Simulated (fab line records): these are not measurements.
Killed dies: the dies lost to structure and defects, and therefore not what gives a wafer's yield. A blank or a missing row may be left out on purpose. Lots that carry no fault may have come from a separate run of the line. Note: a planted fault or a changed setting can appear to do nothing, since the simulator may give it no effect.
What tool caused it? + flow nandHarc + 14 lots, 42 wafers sampled, at 5 steps of a route of 1302

== WHAT THE GAUGES READ, wafer by wafer ==
NHARC_A_ONON_D2_THK_MEAS_30: measures by ellipsometry.
| lot  | measured     | on           | thkNm (nm)     |
|------|--------------|--------------|----------------|
| L496 | day 12 02:56 | filmMetro-01 | 998 998 999    |
| L498 | day 12 21:42 | filmMetro-01 | 997 998 996    |
| L500 | day 13 09:39 | filmMetro-01 | 998 999 997    |
| L501 | day 13 23:37 | filmMetro-01 | 980 977 978    |
| L499 | day 14 11:35 | filmMetro-02 | 1013 1015 1013 |
| L502 | day 14 11:36 | filmMetro-01 | 990 990 989    |
| L503 | day 15 18:40 | filmMetro-01 | 1023 1020 1022 |
| L505 | day 15 22:11 | filmMetro-01 | 986 984 986    |
| L507 | day 16 10:55 | filmMetro-02 | 1006 1005 1003 |
| L506 | day 16 10:54 | filmMetro-01 | 992 990 991    |
| L508 | day 17 05:32 | filmMetro-02 | 1013 1013 1015 |
| L514 | day 19 00:05 | filmMetro-01 | 993 994 994    |
| L513 | day 19 00:05 | filmMetro-01 | 984 986 985    |
| L516 | day 19 22:16 | filmMetro-02 | 1004 1007 1006 |

NHARC_END_SORT_01.
| lot  | measured     | on        | defectLimitedYield (%) | killedAtArray | killedAtOther | killedAtPeriphery | killedDies | killedOpen | killedShort |
|------|--------------|-----------|------------------------|---------------|---------------|-------------------|------------|------------|-------------|
| L498 | day 26 02:20 | prober-02 | 88.5 89.8 90.0         | 69 66 62      | 5 1 2         | 4 2 4             | 78 69 68   | 6 6 5      | 2 3 1       |
| L500 | day 26 01:48 | prober-01 | 86.6 91.7 87.9         | 89 55 77      | 1 0 0         | 1 1 5             | 91 56 82   | 4 5 5      | 6 1 3       |
| L503 | day 27 00:48 | prober-02 | 87.6 86.1 86.3         | 80 93 89      | 0 0 0         | 4 1 4             | 84 94 93   | 2 3 6      | 2 0 4       |
| L505 | day 27 13:37 | prober-02 | 91.1 91.3 91.9         | 58 53 51      | 1 3 0         | 1 3 4             | 60 59 55   | 3 3 2      | 0 7 4       |
| L507 | day 27 23:32 | prober-01 | 90.3 89.2 91.7         | 61 62 48      | 2 4 1         | 3 7 7             | 66 73 56   | 1 2 0      | 3 1 2       |
| L506 | day 27 23:34 | prober-02 | 89.2 88.8 89.1         | 72 75 73      | 0 0 0         | 1 1 1             | 73 76 74   | 4 1 3      | 1 5 2       |
| L508 | day 28 19:44 | prober-02 | 92.9 92.8 94.1         | 41 42 31      | 0 3 1         | 7 4 8             | 48 49 40   | 1 2 2      | 3 5 1       |
| L514 | day 30 15:34 | prober-02 | 90.1 89.5 90.4         | 54 61 59      | 5 1 2         | 8 9 4             | 67 71 65   | 4 7 7      | 1 3 5       |

== WHICH TOOL RAN EACH LOT (tool, then ch and the chambers of the sampled wafers, then the start) ==
| lot  | NHARC_A_DECK1_JOINT_CMP_13    | NHARC_A_ONON_D2_DEP_33          | NHARC_A_CHANNEL_HOLE_D2_DESCUM_15 |
|------|-------------------------------|---------------------------------|-----------------------------------|
| L496 | cmp-01 ch 0,2, day 10 13:54   | pecvd-04 ch 0,2, day 12 03:00   | rieDiel-05 ch 0,1,2, day 12 08:50 |
| L498 | cmp-03 ch 0,2, day 11 09:38   | pecvd-03 ch 1,2, day 12 21:51   | rieDiel-05 ch 0,1,2, day 13 04:05 |
| L500 | cmp-02 ch 1,2, day 11 21:50   | pecvd-03 ch 0,2, day 13 09:47   | rieDiel-06 ch 0,1,3, day 13 13:16 |
| L501 | cmp-03 ch 0,1,3, day 12 11:08 | pecvd-03 ch 0,1,2, day 13 23:43 | rieDiel-10 ch 0,2, day 14 03:45   |
| L499 | cmp-03 ch 0,2, day 12 18:02   | pecvd-03 ch 0,1,2, day 14 11:44 | rieDiel-05 ch 0,1,2, day 14 15:01 |
| L502 | cmp-02 ch 0,1,2, day 12 21:55 | pecvd-02 ch 1,2, day 14 11:40   | rieDiel-10 ch 0,1, day 14 15:10   |
| L503 | cmp-01 ch 0,1, day 14 00:32   | pecvd-02 ch 0,2, day 15 18:44   | rieDiel-05 ch 0,2,3, day 15 22:44 |
| L505 | cmp-02 ch 0,2, day 14 09:59   | pecvd-04 ch 0,2, day 15 22:14   | rieDiel-05 ch 0,3, day 16 05:19   |
| L507 | cmp-03 ch 1,2,3, day 14 18:42 | pecvd-02 ch 0,1, day 16 11:01   | rieDiel-05 ch 0,1,2, day 16 14:29 |
| L506 | cmp-01 ch 0,1,2, day 14 18:44 | pecvd-04 ch 0,2, day 16 10:58   | rieDiel-06 ch 1,2,3, day 16 14:21 |
| L508 | cmp-01 ch 1,3, day 15 16:25   | pecvd-03 ch 0,1,2, day 17 05:36 | rieDiel-05 ch 0,1,2, day 17 14:14 |
| L514 | cmp-01 ch 0,1,2, day 17 14:43 | pecvd-03 ch 0,2, day 19 00:10   | rieDiel-05 ch 1,2, day 19 04:42   |
| L513 | cmp-03 ch 1,2,3, day 17 14:44 | pecvd-02 ch 0,1, day 19 00:14   | -                                 |
| L516 | cmp-02 ch 2,3, day 18 10:25   | pecvd-03 ch 0,1,2, day 19 22:28 | -                                 |
- NHARC_A_DECK1_JOINT_CMP_13: polishes, target thk 51.023 nm.
- NHARC_A_ONON_D2_DEP_33: deposits SiO2, target thk 200 nm.
- NHARC_A_CHANNEL_HOLE_D2_DESCUM_15: chemistry O2, time 3 s.

== AS READ BY THE TOOLS THEMSELVES (means over the sampled wafers that have a number; for cases with no such wafer, the mark the record gives instead) ==
NHARC_A_DECK1_JOINT_CMP_13.
| lot  | tool   | motorCurrentA (A) | timeToEndpointS (s) |
|------|--------|-------------------|---------------------|
| L496 | cmp-01 | 10.9              | 7.2                 |
| L498 | cmp-03 | 12.0              | 6.6                 |
| L500 | cmp-02 | 11.1              | 7.4                 |
| L501 | cmp-03 | 11.6              | 8.3                 |
| L499 | cmp-03 | 11.6              | 9.5                 |
| L502 | cmp-02 | 11.6              | 10.0                |
| L503 | cmp-01 | 11.1              | 7.1                 |
| L505 | cmp-02 | 11.8              | 10.5                |
| L507 | cmp-03 | 12.1              | 5.8                 |
| L506 | cmp-01 | 11.0              | 9.9                 |
| L508 | cmp-01 | 12.8              | 8.4                 |
| L514 | cmp-01 | 11.1              | 12.2                |
| L513 | cmp-03 | 12.6              | 5.4                 |
| L516 | cmp-02 | 11.0              | 6.8                 |

NHARC_A_ONON_D2_DEP_33.
| lot  | tool     | chamberPressureTorr (Torr) | flowSccm (sccm) | heaterPowerW (W) | throttleValvePct (%) |
|------|----------|----------------------------|-----------------|------------------|----------------------|
| L496 | pecvd-04 | 6.490                      | 2648            | 538              | 15.8                 |
| L498 | pecvd-03 | 6.499                      | 2661            | 556              | 15.7                 |
| L500 | pecvd-03 | 6.510                      | 2649            | 596              | 15.5                 |
| L501 | pecvd-03 | 6.509                      | 2652            | 578              | 15.5                 |
| L499 | pecvd-03 | 6.507                      | 2654            | 566              | 15.7                 |
| L502 | pecvd-02 | 6.501                      | 2657            | 600              | 15.6                 |
| L503 | pecvd-02 | 6.517                      | 2652            | 535              | 15.8                 |
| L505 | pecvd-04 | 6.506                      | 2648            | 526              | 16.0                 |
| L507 | pecvd-02 | 6.498                      | 2655            | 537              | 15.9                 |
| L506 | pecvd-04 | 6.502                      | 2645            | 592              | 16.1                 |
| L508 | pecvd-03 | 6.514                      | 2653            | 604              | 15.3                 |
| L514 | pecvd-03 | 6.504                      | 2646            | 611              | 15.2                 |
| L513 | pecvd-02 | -                          | -               | -                | -                    |
| L516 | pecvd-03 | -                          | -               | -                | -                    |

NHARC_A_CHANNEL_HOLE_D2_DESCUM_15.
| lot  | tool       | drypumpMotorCurrentA (A) | oesProductAu (a.u.) | rfVppV (V) | showerheadPlenumPTorr (Torr) | throttleValvePct (%) |
|------|------------|--------------------------|---------------------|------------|------------------------------|----------------------|
| L496 | rieDiel-05 | 5.9                      | 0.996               | 57.6       | 1.94                         | 11.308               |
| L498 | rieDiel-05 | 5.9                      | 0.995               | 57.3       | 1.94                         | 11.314               |
| L500 | rieDiel-06 | 5.5                      | 1.004               | 57.9       | 1.86                         | 11.308               |
| L501 | rieDiel-10 | 6.2                      | 1.010               | 57.4       | 1.86                         | 11.309               |
| L499 | rieDiel-05 | 5.9                      | 0.998               | 57.4       | 1.94                         | 11.310               |
| L502 | rieDiel-10 | 6.5                      | 1.003               | 57.6       | 1.95                         | 11.309               |
| L503 | rieDiel-05 | 5.9                      | 0.996               | 58.0       | 1.93                         | 11.315               |
| L505 | rieDiel-05 | 5.8                      | 0.991               | 58.2       | 1.92                         | 11.308               |
| L507 | rieDiel-05 | 5.9                      | 1.003               | 58.3       | 1.94                         | 11.315               |
| L506 | rieDiel-06 | 5.7                      | 1.004               | 58.1       | 1.91                         | 11.312               |
| L508 | rieDiel-05 | 5.9                      | 1.000               | 58.0       | 1.94                         | 11.316               |
| L514 | rieDiel-05 | 5.8                      | 1.010               | 58.1       | 1.98                         | 11.317               |

== THE ANSWER, worked out from the rows above alone ==
Rule: the lots themselves supply what counts as usual. Put in order of their means at a reading, lots are off if they are a third of the lots or fewer, leave a main group of 4 or more, and stand apart from it by a gap of 3 or more times the standard deviation of the main group's means; of several such gaps the widest counts. If all means in a main group match to the digits the tables above print for the reading, that group is not used. A lot without any number at a reading at which 4 lots or more have one is off too. Where the step has rows for the other lots, those lots are counted as sound. First the gauges in route order, then the tools' own readings, where a lot's mean is used as printed above. At the first step where some lot is off, the reading lying furthest off is the one used; lots without a number count as furthest.
Off: L513, L516 (NHARC_A_ONON_D2_DEP_33, chamberPressureTorr). Without a number there: L513, L516. Main group: mean 6.505 Torr, sd 0.0071.
If a tool, at that step or one of the process steps before it, ran each lot that is off and ran no sound lot following the first of them, it fits. Of those tried, none fits.

== WHAT THE SIMULATOR HAD PUT IN ==
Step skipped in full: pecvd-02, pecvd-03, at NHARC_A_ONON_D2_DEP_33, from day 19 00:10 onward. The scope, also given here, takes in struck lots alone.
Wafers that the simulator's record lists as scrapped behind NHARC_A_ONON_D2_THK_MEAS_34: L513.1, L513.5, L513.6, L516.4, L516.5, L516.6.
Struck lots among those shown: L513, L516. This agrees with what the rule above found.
